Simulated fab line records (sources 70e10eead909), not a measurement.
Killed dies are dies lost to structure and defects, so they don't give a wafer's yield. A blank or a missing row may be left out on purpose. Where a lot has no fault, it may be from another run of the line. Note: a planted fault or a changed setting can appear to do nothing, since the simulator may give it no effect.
Struck lot and sound lot, side by side :: flow nand_harc :: 14 steps out of a route of 1159
Sound: wafers L463.2, L463.3, L463.5. Struck: wafer L451.5. (L451.1 of the same lot was not struck and is left out.) The cause comes at the end.
At each step with rows: each side's tool, then ch and its chambers, then its first start. Under that, the readings that differ: sound wafers :: struck wafers :: difference of the means :: sigmas: that difference in standard deviations of wafers without a fault.
alike: a reading whose means differ by less than 2 such deviations, as well as words and numbers matching on both sides. not compared: withheld readings; readings where some wafer has no value; bounds like >300 that might hide an equal value; numbers whose values overlap and for which the record gives no deviation.
A row with sigmas, a row that says differs or no value, or rows on one side alone: a step with any of these is where the two part. Numbers that don't overlap but have no deviation are shown without sigmas and don't part them. A reading that every wafer of one side lacks parts them only if that side has two wafers or more.

NHARC_A_STAIRCASE_TRIM_12: chemistry O2, time 211.2 s.
  sound on rie_diel-01 ch 0,1, day 16 00:03; struck on rie_diel-09 ch 0, day 13 04:20
reading: drypump_motor_current_A (A)
sound: 5.57 5.49 5.63
struck: 4.95
difference: -0.61
sigmas: -2
  alike: chamber_pressure_mTorr, oes_product_au, rf_vpp_V, showerhead_plenum_p_Torr, throttle_valve_pct
  not compared: rf_hours_counter_h
NHARC_A_STAIRCASE_ETCH_13: etches the open film in C4F8/O2, target depth 100 nm, time 40.5 s.
  sound: rie_diel-01 ch 2,3; struck: rie_diel-09 ch 1
reading: oes_product_au (a.u.)
sound: 0.949 0.960 0.940
struck: 0.920
difference: -0.030
sigmas: -2
  alike: chamber_pressure_mTorr, rf_vpp_V, run_length_s
  not compared: rf_hours_counter_h
then, 4 steps without rows for these wafers: NHARC_A_STAIRCASE_TRIM_14 (chemistry O2, time 211.2 s); NHARC_A_STAIRCASE_ETCH_15 (etches the open film in C4F8/O2, target depth 100 nm, time 40.5 s); NHARC_A_STAIRCASE_TRIM_16 (chemistry O2, time 211.2 s); NHARC_A_STAIRCASE_ETCH_17 (etches the open film in C4F8/O2, target depth 100 nm, time 40.5 s).
NHARC_A_STAIRCASE_TRIM_18: chemistry O2, time 211.2 s.
  sound: rie_diel-01 ch 0,1,2; struck: rie_diel-09 ch 3
reading: oes_product_au (a.u.)
sound: 1.008 1.011 1.010
struck: 0.986
difference: -0.024
sigmas: -3
  alike: chamber_pressure_mTorr, drypump_motor_current_A, rf_vpp_V, showerhead_plenum_p_Torr, throttle_valve_pct
  not compared: rf_hours_counter_h
then, 1 step without rows for these wafers: NHARC_A_STAIRCASE_ETCH_19 (etches the open film in C4F8/O2, target depth 100 nm, time 40.5 s).
NHARC_A_STAIRCASE_TRIM_20: chemistry O2, time 211.2 s.
  sound on rie_diel-08 ch 0,1,2, day 16 01:09; struck on rie_diel-08 ch 0, day 13 05:40
  alike: chamber_pressure_mTorr, drypump_motor_current_A, oes_product_au, rf_vpp_V, showerhead_plenum_p_Torr, throttle_valve_pct
  not compared: rf_hours_counter_h
NHARC_A_STAIRCASE_ETCH_21: etches the open film in C4F8/O2, target depth 100 nm, time 40.5 s.
  sound: rie_diel-08 ch 0,1,3; struck: rie_diel-08 ch 3
  alike: chamber_pressure_mTorr, oes_product_au, rf_vpp_V, run_length_s
  not compared: rf_hours_counter_h
then, 1 step without rows for these wafers: NHARC_A_STAIRCASE_TRIM_22 (chemistry O2, time 211.2 s).
NHARC_A_STAIRCASE_ETCH_23: etches the open film in C4F8/O2, target depth 100 nm, time 40.5 s.
  sound on rie_diel-08 ch 0,1,3, day 16 01:37; struck on rie_diel-08 ch 1, day 13 06:10
reading: chamber_pressure_mTorr (mTorr)
sound: 24.996 24.954 24.993
struck: 25.023
difference: +0.042
sigmas: +2

reading: run_length_s (s)
sound: 61.2 61.3 61.9
struck: 41.6
difference: -19.9
sigmas: -41
  alike: oes_product_au, rf_vpp_V
  not compared: rf_hours_counter_h
then, 1 step without rows for these wafers: NHARC_A_STAIRCASE_TRIM_24 (chemistry O2, time 211.2 s).
-- the record jumps here: 9 days lie between the struck wafers' starts before and after (it left off in module A_STAIRCASE and takes up again in module END, whose first step shown is number 1159 of the route) --
NHARC_END_SORT_01:
  at this point the record logs the struck wafers (prober-01 ch 0, day 22 04:54) and has no rows for the sound ones

## WHERE THEY PART
Last at NHARC_END_SORT_01 as far as this record goes, first at NHARC_A_STAIRCASE_TRIM_12.

WHY: what the simulator had put in
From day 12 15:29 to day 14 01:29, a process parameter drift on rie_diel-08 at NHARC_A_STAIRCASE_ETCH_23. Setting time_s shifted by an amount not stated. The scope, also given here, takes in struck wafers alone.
